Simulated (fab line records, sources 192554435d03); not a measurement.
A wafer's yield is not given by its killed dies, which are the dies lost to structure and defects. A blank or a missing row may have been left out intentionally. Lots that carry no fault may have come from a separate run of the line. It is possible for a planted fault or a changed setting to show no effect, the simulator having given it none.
Split-lot experiment + flow n5Finfet + on a route of 1938 steps: 7 lots, 21 wafers read

THE SPLIT ITSELF
At N5_BEOL_M1_ETCH_64 (etches SOC in N2/H2, target depth 75 nm, overetch 15 nm, time 112.5 s), the setting biasW was moved away from the recipe's 150 W on 5 of the 21 wafers read, by -11.7% to +11.9%. All remaining wafers had this setting at the recipe value.

Reading taken at the split's own step.

THE READING
rfVppV, in V, at N5_BEOL_M1_ETCH_64 (etches SOC in N2/H2, target depth 75 nm, overetch 15 nm, time 112.5 s). A value of 524.7 V with a standard deviation of 2.2 V is what fault-free wafers of this fab line usually give.

| wafer  | tool, chamber at the split | biasW as run, W | against the recipe | rfVppV, V | against lot-mates on the recipe |
|--------|----------------------------|-----------------|--------------------|-----------|---------------------------------|
| L080.2 | rieDiel-03, 1              | 132.5           | -11.7%             | 483.6     | -40.5                           |
| L080.4 | rieDiel-03, 3              | 132.5           | -11.7%             | 487.8     | -36.3                           |
| L080.6 | rieDiel-03, 2              | 150             | recipe             | 524.1     | -                               |
| L081.1 | rieDiel-03, 0              | 150             | recipe             | 528.7     | -                               |
| L081.3 | rieDiel-03, 2              | 150             | recipe             | 523.2     | -                               |
| L081.4 | rieDiel-03, 3              | 150             | recipe             | 527.8     | -                               |
| L082.2 | rieDiel-03, 2              | 150             | recipe             | 522.6     | -                               |
| L082.3 | rieDiel-03, 3              | 150             | recipe             | 527.0     | -                               |
| L082.5 | rieDiel-03, 0              | 142             | -5.3%              | 508.8     | -16.0                           |
| L088.1 | rieDiel-03, 3              | 150             | recipe             | 528.6     | -                               |
| L088.3 | rieDiel-03, 2              | 150             | recipe             | 523.9     | -                               |
| L088.5 | rieDiel-03, 3              | 150             | recipe             | 528.0     | -                               |
| L091.2 | rieDiel-01, 0              | 150             | recipe             | 524.5     | -                               |
| L091.3 | rieDiel-01, 2              | 150             | recipe             | 524.6     | -                               |
| L091.4 | rieDiel-01, 0              | 133.5           | -11.0%             | 489.2     | -35.3                           |
| L094.1 | rieDiel-01, 2              | 150             | recipe             | 525.3     | -                               |
| L094.3 | rieDiel-01, 1              | 150             | recipe             | 522.9     | -                               |
| L094.5 | rieDiel-01, 2              | 150             | recipe             | 524.7     | -                               |
| L097.3 | rieDiel-01, 0              | 167.8           | +11.9%             | 564.7     | +40.1                           |
| L097.4 | rieDiel-01, 0              | 150             | recipe             | 526.9     | -                               |
| L097.6 | rieDiel-01, 1              | 150             | recipe             | 522.3     | -                               |

THE FIT
A straight line over all 21 wafers: rfVppV changes by +3.34 V for each +1% of biasW; r = +0.99; the points scatter about the line by 2.1 V.
The same after taking each lot's own level away (the mean of its wafers on the recipe; 21 wafers): +3.29 V for each +1%; r = +0.99; scatter 1.9 V.
Per that fit: largest biasW move, reading shift of 39 V.
Across the lots, their own levels run from 524.10 to 526.83 V, a range of 1.2 times the standard deviation given above.
The two slopes agree, so the slope changes little with the lot-to-lot level.
Check: +38.7 V against its lot-mates is what the line predicts for one of the wafers moved furthest among these (+11.9%) when that wafer is left out of the fit. Against them it came out at +40.1 V.
Tool readings at the split's step, against how far the setting was moved: rfVppV r = +0.99.

OTHER SPLITS ON THESE WAFERS
Note: prior to the reading, these wafers also went through further splits. Each is held against what the fit with the lots' levels taken away leaves over:
| other split on the same wafers      | wafers away from the commonest value | r with rfVppV (lot level and that fit taken away) |
|-------------------------------------|--------------------------------------|---------------------------------------------------|
| N5_MOL_CONTACT_COAG_COAT_58 spinRpm | 9                                    | +0.10                                             |
| N5_MOL_CONTACT_COAG_COAT_64 spinRpm | 6                                    | -0.35                                             |
| N5_BEOL_M0_ETCH_109 biasW           | 5                                    | -0.09                                             |

THE WHOLE CHAIN: every reading that the file lists as answering this split, in the file's order
| step               | what it does                                                          | reading                                                                         | change (the file's fit)                | r (the file's) |
|--------------------|-----------------------------------------------------------------------|---------------------------------------------------------------------------------|----------------------------------------|----------------|
| N5_BEOL_M1_ETCH_64 | etches SOC in N2/H2, target depth 75 nm, overetch 15 nm, time 112.5 s | rfVppV                                                                          | +3.28 V for each +1% of the setting    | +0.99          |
| N5_BEOL_M1_ETCH_64 | etches SOC in N2/H2, target depth 75 nm, overetch 15 nm, time 112.5 s | SiARC_of_BEOL_M1_COAT_62.thkNm (the simulator's own value, which no gauge read) | -0.0937 nm for each +1% of the setting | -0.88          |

THE FILE'S OWN FIT
rfVppV changes by +3.28 V for each +1% of biasW, r = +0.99.
